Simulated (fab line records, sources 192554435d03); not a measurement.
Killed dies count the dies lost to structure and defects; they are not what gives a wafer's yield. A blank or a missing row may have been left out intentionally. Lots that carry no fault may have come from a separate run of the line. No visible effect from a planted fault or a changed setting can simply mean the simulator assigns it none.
Matching of chambers    flow n5 finfet    cmp-04 running N5_GATE_CUT_CMP_23: 4 sister chambers
The step polishes, stops on SiO2, t overpolish 23.4 s, target thk 16 nm. 4 wafers are shown with their chamber, then 7 later ones without.

EACH WAFER AND ITS CHAMBER
wafer   chamber  motor current A (A)
L086.2  2        8.3
L086.3  1        9.6
L087.1  0        7.7
L087.2  3        9.9

WAFERS WITH NO CHAMBER GIVEN
wafer   motor current A (A)
L087.6  7.9
L091.3  7.6
L091.4  8.6
L091.6  7.6
L096.3  8.5
L096.5  7.7
L096.6  9.9

WHICH CHAMBER EACH ONE RAN IN
wafer   from the rows above      in truth
L087.6  can't be placed: 0 or 2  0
L091.3  0                        0
L091.4  2                        2
L091.6  0                        0
L096.3  2                        2
L096.5  0                        0
L096.6  can't be placed: 3 or 1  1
Correct placement for 5 of the 7. These rows do not allow placing 2 (true chamber among the candidates in 2). Number placed wrongly: 0.
How it was worked out, from the rows above alone: a wafer's distance from a chamber is the root of the sum, over the readings, of the square of ((its reading less the chamber's mean) divided by the reading's scatter). If the next closest chamber is less than 2 further off than the closest, the wafer can't be placed; otherwise it belongs to the closest. A chamber's mean is the mean of its shown wafers. The scatter: root of mean squared gap, hidden wafer to nearest shown wafer, with one shown wafer a chamber.
